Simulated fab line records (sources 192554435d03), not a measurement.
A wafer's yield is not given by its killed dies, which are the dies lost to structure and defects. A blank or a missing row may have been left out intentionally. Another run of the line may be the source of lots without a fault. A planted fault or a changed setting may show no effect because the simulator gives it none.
fab line records -- flow n5_finfet
[record] lots = 7, wafers = 39
route steps=1938 shown FIN_SAQP@147 DUMMY_GATE@237 HKMG_FIN@403 MOL_CONTACT_COAG@613
start_h: the number of hours between the record's first day and the start of the first shown wafer of the lot -- wait_h: hours from the lot's prior step to this one -- " repeats the value in the row above -- L1.1+2: a single row standing in for several wafers -- - no value, or no start was given -- * or withheld: withheld -- < > ~ a bound
route shown NAME@n: a module of which the file shows steps, and the number in the route of the first -- usual: average and standard deviation across the fault-free wafers -- same: alike in all rows -- chamber/n: place in a boat -- sites: the reading at each site -- _std_site: standard deviation across them -- _edge_site: mean of outer sites minus mean of inner sites -- radius_mm: for every site, how far away it sits from the centre of the wafer -- mask NAME#n: copy n -- behind: tool/chamber where the wafer was last shaped -- hold: the reason the lot was held/the length of the hold in hours/how it ended -- device: names the non-switching transistor (n, p or np) -- end of line: the route-end tests of the same wafers -- for a step that has no rows: nothing shown but its recipe -- killed: at the first sort, the dies lost to defects and structure; wafer yield is something else -- map: per-die view of a wafer (x killed, . not killed, _ where there is no die)
set.NAME: the setting that was run; set.NAME@STEP: the one run at that earlier step -- model.NAME: the simulator's own value behind a step, which no gauge read
lots where settings were altered on purpose, with a table for each step and a row for each wafer
[[steps]]
[step N5_FIN_SAQP_FIN_ETCH_36]
[recipe] chemistry = HBr/Cl2/O2, target_depth_a = 1200, mask_material = SiNx, time_s = 50.4, bias_w = 102, pressure_mtorr = 10, icp_w = 800, HBr_flow_sccm = 150, Cl2_flow_sccm = 80, O2_flow_sccm = 12
lot.wafer,tool,chamber,start_h,wait_h,set.icp_w,model.FIN_SAQP.feature_depth_nm,model.etch.depth_nm
L079.1,rie_si-02,0,56.71,0.0,731.3,115,115.1
L079.2,rie_si-02,1,56.71,0.0,800,121.2,121.1
L079.3,rie_si-02,2,56.71,0.0,800,119,119
L079.4,rie_si-02,3,56.71,0.0,731.3,117.6,117.5
L079.5,rie_si-02,0,56.71,0.0,731.3,115.2,115.2
L079.6,rie_si-02,1,56.71,0.0,800,121.6,121.6
L084.1,rie_si-01,1,86.37,0.0,933.4,128.8,128.8
L084.2,rie_si-01,3,86.37,0.0,800,117.4,117.5
L084.3,rie_si-01,2,86.37,0.0,800,120.2,120.2
L084.4,rie_si-01,0,86.37,0.0,933.4,128.2,128.1
L084.5,rie_si-01,3,86.37,0.0,933.4,126.6,126.7
L084.6,rie_si-01,2,86.37,0.0,800,120.8,120.9
L090.1,rie_si-01,1,122.99,0.0,711.2,113.8,113.7
L090.2,rie_si-01,0,122.99,0.0,800,119.2,119.3
L090.3,rie_si-01,3,122.99,0.0,800,117.4,117.4
L090.4+6,rie_si-01,2,122.99,0.0,711.2,113,112.9
L090.5,rie_si-01,3,122.99,0.0,800,118.4,118.4
L091.3,rie_si-01,2,128.92,0.0,800,119.2,119.3
L091.4,rie_si-01,3,128.92,0.0,800,118.6,118.5
L091.6,rie_si-01,2,128.92,0.0,800,119,119
L093.1,rie_si-01,0,141.82,0.0,800,120.6,120.6
L093.2,rie_si-01,3,141.82,0.0,800,117,117.1
L093.3,rie_si-01,1,141.82,0.0,871.1,125,125
L093.4,rie_si-01,2,141.82,0.0,800,117.8,117.8
L093.5,rie_si-01,1,141.82,0.0,871.1,124.6,124.7
L093.6,rie_si-01,2,141.82,0.0,871.1,123.4,123.4
L094.1,rie_si-01,3,146.10,0.0,730.1,113.4,113.4
L094.2+4,rie_si-01,"1,0",146.10,0.0,800,120,120
L094.3,rie_si-01,2,146.10,0.0,730.1,113.2,113.3
L094.5,rie_si-01,1,146.10,0.0,730.1,114.4,114.4
L094.6,rie_si-01,2,146.10,0.0,800,116.8,116.8
L097.1,rie_si-01,3,164.27,0.0,694.2,110.6,110.5
L097.2,rie_si-01,1,164.27,0.0,800,122.6,122.5
L097.3,rie_si-01,2,164.27,0.0,694.2,111.2,111.2
L097.4,rie_si-01,0,164.27,0.0,800,121,121.1
L097.5,rie_si-01,3,164.27,0.0,694.2,111.6,111.6
L097.6,rie_si-01,0,164.27,0.0,800,120.8,120.8
[step N5_FIN_SAQP_PRECLEAN_38]
[recipe] chemistry = O3/DIW, time_s = 45, temp_c = 22, o3_ppm = 10
[step N5_FIN_SAQP_PRECLEAN_45]
[recipe] chemistry = dHF, time_s = 10, dilution = 500:1, temp_c = 25
[step N5_FIN_SAQP_SRD_39]
[recipe] dry = ipa_marangoni, time_s = 30, temp_c = 23, rinse_liquid = diw
[step N5_FIN_SAQP_OCD_MEAS_76]
[usual] trench_depth_nm = 119.8/1.8
lot.wafer,tool,chamber,start_h,wait_h,set.icp_w@FIN_SAQP_FIN_ETCH_36,trench_depth_nm
L079.1,ocd-01,-,56.93,0.0,731.3,115.3
L079.2,ocd-01,-,56.93,0.0,800,121.1
L079.3,ocd-01,-,56.93,0.0,800,119.0
L079.4,ocd-01,-,56.93,0.0,731.3,117.7
L079.5,ocd-01,-,56.93,0.0,731.3,115.0
L079.6,ocd-01,-,56.93,0.0,800,122.3
L084.1,ocd-02,-,86.61,0.0,933.4,128.5
L084.2,ocd-02,-,86.61,0.0,800,117.3
L084.3,ocd-02,-,86.61,0.0,800,119.9
L084.4,ocd-02,-,86.61,0.0,933.4,128.5
L084.5,ocd-02,-,86.61,0.0,933.4,126.8
L084.6,ocd-02,-,86.61,0.0,800,121.1
L090.1,ocd-01,-,123.21,0.0,711.2,113.8
L090.2,ocd-01,-,123.21,0.0,800,119.1
L090.3,ocd-01,-,123.21,0.0,800,118.1
L090.4,ocd-01,-,123.21,0.0,711.2,112.9
L090.5,ocd-01,-,123.21,0.0,800,118.6
L090.6,ocd-01,-,123.21,0.0,711.2,112.7
L091.3,ocd-01,-,129.15,0.0,800,119.4
L091.4,ocd-01,-,129.15,0.0,800,118.1
L091.6,ocd-01,-,129.15,0.0,800,119.3
L093.1,ocd-02,-,142.04,0.0,800,120.3
L093.2,ocd-02,-,142.04,0.0,800,117.2
L093.3,ocd-02,-,142.04,0.0,871.1,125.2
L093.4,ocd-02,-,142.04,0.0,800,117.5
L093.5,ocd-02,-,142.04,0.0,871.1,124.9
L093.6,ocd-02,-,142.04,0.0,871.1,123.2
L094.1,ocd-02,-,146.32,0.0,730.1,113.7
L094.2,ocd-02,-,146.32,0.0,800,119.8
L094.3,ocd-02,-,146.32,0.0,730.1,113.0
L094.4,ocd-02,-,146.32,0.0,800,119.5
L094.5,ocd-02,-,146.32,0.0,730.1,114.8
L094.6,ocd-02,-,146.32,0.0,800,116.8
L097.1,ocd-02,-,164.49,0.0,694.2,110.4
L097.2,ocd-02,-,164.49,0.0,800,122.4
L097.3,ocd-02,-,164.49,0.0,694.2,111.0
L097.4,ocd-02,-,164.49,0.0,800,121.4
L097.5,ocd-02,-,164.49,0.0,694.2,111.7
L097.6,ocd-02,-,164.49,0.0,800,120.4
[step N5_DUMMY_GATE_ETCH_37]
[recipe] chemistry = N2/H2, target = SOC, target_depth_a = 600, overetch_a = 300, temp_c = 40, ion_energy_ev = 200, pressure_mtorr = 30, source_w = 840, bias_w = 150, n2_flow_sccm = 200, h2_flow_sccm = 200
[usual] rf_vpp_V = 525.1/2.5
lot.wafer,tool,chamber,start_h,wait_h,set.source_w,rf_vpp_V
L079.1,rie_diel-05,3,76.06,0.0,982.1,496.2
L079.2,rie_diel-05,2,76.06,0.0,840,526.4
L079.3,rie_diel-05,1,76.06,0.0,982.1,502.1
L079.4,rie_diel-05,0,76.06,0.0,840,525.2
L079.5,rie_diel-05,1,76.06,0.0,840,526.6
L079.6,rie_diel-05,0,76.06,0.0,982.1,500.9
L084.1,rie_diel-06,0,106.83,0.0,789.1,538.8
L084.2,rie_diel-06,2,106.83,0.0,840,521.7
L084.3,rie_diel-06,3,106.83,0.0,840,520.9
L084.4,rie_diel-06,1,106.83,0.0,840,525.7
L084.5,rie_diel-06,0,106.83,0.0,789.1,537.1
L084.6,rie_diel-06,3,106.83,0.0,789.1,530.3
L090.1,rie_diel-06,0,142.48,0.0,840,526.1
L090.2,rie_diel-06,2,142.48,0.0,840,521.4
L090.3,rie_diel-06,3,142.48,0.0,840,519.8
L090.4,rie_diel-06,1,142.48,0.0,840,526.5
L090.5,rie_diel-06,1,142.48,0.0,840,526.4
L090.6,rie_diel-06,2,142.48,0.0,840,520.9
L091.3,rie_diel-03,2,148.74,0.0,840,525.7
L091.4,rie_diel-03,0,148.74,0.0,840,526.7
L091.6,rie_diel-03,3,148.74,0.0,840,526.3
L093.1,rie_diel-03,2,163.43,0.0,840,523.6
L093.2,rie_diel-03,0,163.43,0.0,765.6,542.8
L093.3,rie_diel-03,3,163.43,0.0,765.6,542.9
L093.4,rie_diel-03,3,163.43,0.0,840,526.1
L093.5,rie_diel-03,2,163.43,0.0,765.6,542.1
L093.6,rie_diel-03,0,163.43,0.0,840,526.0
L094.1,rie_diel-05,3,165.19,0.0,840,524.7
L094.2,rie_diel-05,1,165.19,0.0,994.5,499.1
L094.3,rie_diel-05,2,165.19,0.0,994.5,495.8
L094.4,rie_diel-05,0,165.19,0.0,840,526.3
L094.5,rie_diel-05,1,165.19,0.0,994.5,498.1
L094.6,rie_diel-05,2,165.19,0.0,840,526.9
L097.1,rie_diel-05,2,183.44,0.0,986.7,497.3
L097.2,rie_diel-05,1,183.44,0.0,986.7,499.2
L097.3,rie_diel-05,3,183.44,0.0,840,522.0
L097.4,rie_diel-05,0,183.44,0.0,840,527.4
L097.5,rie_diel-05,2,183.44,0.0,986.7,499.5
L097.6,rie_diel-05,3,183.44,0.0,840,522.4
[step N5_HKMG_FIN_ETCH_55]
[recipe] chemistry = N2/H2, target = SOC, target_depth_a = 2400, temp_c = 40, time_s = 300, ion_energy_ev = 200, mask_material = SiARC, pressure_mtorr = 30, source_w = 840, bias_w = 150, n2_flow_sccm = 200, h2_flow_sccm = 200
lot.wafer,tool,chamber,start_h,wait_h,set.time_s,model.etch.depth_nm,model.HKMG_FIN.feature_depth_nm,model.SiARC_of_HKMG_FIN_COAT_42.thk_nm
L079.1,rie_diel-04,3,103.12,0.0,250,209.4,209.4,23
L079.2,rie_diel-04,2,103.12,0.0,250,203.6,203.6,23.2
L079.3,rie_diel-04,0,103.12,0.0,250,192.5,192.6,23.8
L079.4,rie_diel-04,0,103.12,0.0,300,231.5,231.4,21.4
L079.5,rie_diel-04,2,103.12,0.0,300,241.7,241.8,20.8
L079.6,rie_diel-04,3,103.12,0.0,300,251,251,20.8
L084.1,rie_diel-04,2,131.40,0.0,361,291.3,291.4,18
L084.2,rie_diel-04,0,131.40,0.0,361,280.2,280.2,18.4
L084.3,rie_diel-04,3,131.40,0.0,300,253,253,20.6
L084.4,rie_diel-04,1,131.40,0.0,361,281.3,281.2,18.8
L084.5,rie_diel-04,2,131.40,0.0,300,241.3,241.4,20.8
L084.6,rie_diel-04,3,131.40,0.0,300,251.4,251.4,20.6
L090.1,rie_diel-01,3,169.28,0.0,300,237.4,237.4,21.8
L090.2,rie_diel-01,1,169.28,0.0,231.4,185.8,185.8,23.8
L090.3,rie_diel-01,0,169.28,0.0,300,235,235,20.6
L090.4,rie_diel-01,2,169.28,0.0,231.4,192.6,192.6,23.8
L090.5,rie_diel-01,3,169.28,0.0,231.4,181.7,181.8,25
L090.6,rie_diel-01,2,169.28,0.0,300,248.2,248.2,20.6
L091.3,rie_diel-01,2,173.80,0.0,300,247.2,247.2,20.8
L091.4,rie_diel-01,1,173.80,0.0,300,235.9,236,21
L091.6,rie_diel-01,1,173.80,0.0,300,238.1,238.2,20.8
L093.1,rie_diel-02,2,188.82,0.0,300,230.7,230.8,21.2
L093.2,rie_diel-02,1,188.82,0.0,333.6,267.1,267,19.8
L093.3,rie_diel-02,3,188.82,0.0,333.6,258.5,258.4,20.2
L093.4,rie_diel-02,0,188.82,0.0,333.6,279.1,279.2,19
L093.5,rie_diel-02,0,188.82,0.0,300,252.1,252.2,20.6
L093.6,rie_diel-02,3,188.82,0.0,300,230.9,231,21.8
L094.1,rie_diel-01,0,192.10,0.0,300,231.5,231.4,21
L094.2,rie_diel-01,3,192.10,0.0,273,212.3,212.2,23.2
L094.3,rie_diel-01,2,192.10,0.0,300,245.6,245.6,20.8
L094.4,rie_diel-01,1,192.10,0.0,273,217.6,217.6,22.2
L094.5,rie_diel-01,2,192.10,0.0,300,245,245,21
L094.6,rie_diel-01,3,192.10,0.0,273,214,214,23
L097.1,rie_diel-04,2,210.85,0.0,265,214.2,214.2,22.6
L097.2,rie_diel-04,0,210.85,0.0,265,208.2,208.2,22.8
L097.3,rie_diel-04,3,210.85,0.0,300,259.9,259.8,20.2
L097.4,rie_diel-04,1,210.85,0.0,300,235.1,235,21.4
L097.5,rie_diel-04,3,210.85,0.0,300,256.9,257,20.4
L097.6,rie_diel-04,0,210.85,0.0,265,208.5,208.4,22.8
[step N5_MOL_CONTACT_COAG_ETCHBACK_136]
[recipe] chemistry = CHF3, target = SiO2, target_depth_a = 250, time_s = 16.7, ion_energy_ev = 200, pressure_mtorr = 30, source_w = 610, bias_w = 170, Ar_flow_sccm = 200, CHF3_flow_sccm = 50
lot.wafer,tool,chamber,start_h,wait_h,set.target_depth_a
L079.1+4+5,rie_diel-02,"3,1,2",131.68,0.0,250
L079.2+3+6,rie_diel-02,"2,0,1",131.68,0.0,281.2
L084.1+4+6,rie_diel-04,"1,2,3",160.43,0.0,215.7
L084.2+3+5,rie_diel-04,"0,3,0",160.43,0.0,250
L090.1+2+3,rie_diel-04,"1,2,1",199.94,0.0,230
L090.4+5+6,rie_diel-04,"2,2,1",199.94,0.0,250
L091.3+4+6,rie_diel-02,"0,2,2",202.48,0.0,250
L093.1+3+5,rie_diel-04,"2,1,0",218.17,0.0,225.5
L093.2+4+6,rie_diel-04,"3,0,3",218.17,0.0,250
L094.1+2+5,rie_diel-02,"1,0,0",220.82,0.0,238.8
L094.3+4+6,rie_diel-02,"3,1,3",220.82,0.0,250
L097.1+4+5,rie_diel-04,"2,0,2",242.81,0.0,214.3
L097.2+3+6,rie_diel-04,"3,1,1",242.81,0.0,250
[step N5_MOL_CONTACT_COAG_STRIP_120]
[recipe] chemistry = CHF3, resist = SiARC, rf_frequency_hz = 6e+07
[step N5_MOL_CONTACT_COAG_VIA_ETCH_117]
[recipe] chemistry = C4F6/O2, target_depth_a = 400, overetch_a = 80, mask_material = SOC, target = SiO2, bias_w = 455, pressure_mtorr = 10, time_s = 26, source_w = 325, Ar_flow_sccm = 300, C4F6_flow_sccm = 10, O2_flow_sccm = 10, ion_energy_ev = 575.3, ends = end_point
lot.wafer,tool,chamber,start_h,wait_h,set.target_depth_a@MOL_CONTACT_COAG_ETCHBACK_136,model.etch.depth_nm,model.MOL_CONTACT_COAG.feature_depth_nm
L079.1,rie_diel-02,3,131.71,0.0,250,40.45,40.4
L079.2,rie_diel-02,2,131.71,0.0,281.2,37.49,37.4
L079.3,rie_diel-02,0,131.71,0.0,281.2,36.16,36.2
L079.4,rie_diel-02,1,131.71,0.0,250,40.29,40.2
L079.5,rie_diel-02,2,131.71,0.0,250,40.57,40.6
L079.6,rie_diel-02,1,131.71,0.0,281.2,37,37
L084.1,rie_diel-04,1,160.46,0.0,215.7,43.66,43.6
L084.2,rie_diel-04,0,160.46,0.0,250,40.55,40.6
L084.3,rie_diel-04,3,160.46,0.0,250,39.52,39.6
L084.4,rie_diel-04,2,160.46,0.0,215.7,42.7,42.8
L084.5,rie_diel-04,0,160.46,0.0,250,40.79,40.8
L084.6,rie_diel-04,3,160.46,0.0,215.7,42.73,42.8
L090.1,rie_diel-04,1,199.99,0.0,230,42.23,42.2
L090.2,rie_diel-04,2,199.99,0.0,230,41.6,41.6
L090.3,rie_diel-04,1,199.99,0.0,230,42.28,42.2
L090.4,rie_diel-04,2,199.99,0.0,250,39.25,39.2
L090.5,rie_diel-04,2,199.99,0.0,250,39.42,39.4
L090.6,rie_diel-04,1,199.99,0.0,250,40.5,40.6
L091.3,rie_diel-02,0,202.51,0.0,250,39.11,39.2
L091.4,rie_diel-02,2,202.51,0.0,250,40.35,40.4
L091.6,rie_diel-02,2,202.51,0.0,250,40.47,40.4
L093.1,rie_diel-04,2,218.21,0.0,225.5,42.01,42
L093.2,rie_diel-04,3,218.21,0.0,250,38.93,39
L093.3,rie_diel-04,1,218.21,0.0,225.5,43.01,43
L093.4,rie_diel-04,0,218.21,0.0,250,40.23,40.2
L093.5,rie_diel-04,0,218.21,0.0,225.5,42.73,42.8
L093.6,rie_diel-04,3,218.21,0.0,250,38.77,38.8
L094.1,rie_diel-02,1,220.85,0.0,238.8,41.37,41.4
L094.2,rie_diel-02,0,220.85,0.0,238.8,40.49,40.4
L094.3,rie_diel-02,3,220.85,0.0,250,40.62,40.6
L094.4,rie_diel-02,1,220.85,0.0,250,40.54,40.6
L094.5,rie_diel-02,0,220.85,0.0,238.8,40.38,40.4
L094.6,rie_diel-02,3,220.85,0.0,250,40.79,40.8
L097.1,rie_diel-04,2,242.84,0.0,214.3,43.36,43.4
L097.2,rie_diel-04,3,242.84,0.0,250,38.88,38.8
L097.3,rie_diel-04,1,242.84,0.0,250,40.51,40.6
L097.4,rie_diel-04,0,242.84,0.0,214.3,43.74,43.8
L097.5,rie_diel-04,2,242.84,0.0,214.3,43.49,43.4
L097.6,rie_diel-04,1,242.84,0.0,250,40.57,40.6
[[key]]
[split] step = N5_FIN_SAQP_FIN_ETCH_36, setting = icp_w, stated = 800, by = wafer
[response] step = N5_FIN_SAQP_FIN_ETCH_36, reading = model.FIN_SAQP.feature_depth_nm, change = +0.585, per = 1%, r = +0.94
[response] step = N5_FIN_SAQP_FIN_ETCH_36, reading = model.etch.depth_nm, change = +0.587, per = 1%, r = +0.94
[response] step = N5_FIN_SAQP_OCD_MEAS_76, reading = trench_depth_nm, change = +0.594, per = 1%, r = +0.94
[split] step = N5_DUMMY_GATE_ETCH_37, setting = source_w, stated = 840, by = wafer
[response] step = N5_DUMMY_GATE_ETCH_37, reading = rf_vpp_V, change = -1.57, per = 1%, r = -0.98
[split] step = N5_HKMG_FIN_ETCH_55, setting = time_s, stated = 300, by = wafer
[response] step = N5_HKMG_FIN_ETCH_55, reading = model.etch.depth_nm, change = +2.35, per = 1%, r = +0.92
[response] step = N5_HKMG_FIN_ETCH_55, reading = model.HKMG_FIN.feature_depth_nm, change = +2.34, per = 1%, r = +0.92
[response] step = N5_HKMG_FIN_ETCH_55, reading = model.SiARC_of_HKMG_FIN_COAT_42.thk_nm, change = -0.139, per = 1%, r = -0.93
[split] step = N5_MOL_CONTACT_COAG_ETCHBACK_136, setting = target_depth_a, stated = 250, by = wafer
[response] step = N5_MOL_CONTACT_COAG_VIA_ETCH_117, reading = model.etch.depth_nm, change = -0.252, per = 1%, r = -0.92
[response] step = N5_MOL_CONTACT_COAG_VIA_ETCH_117, reading = model.MOL_CONTACT_COAG.feature_depth_nm, change = -0.251, per = 1%, r = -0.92
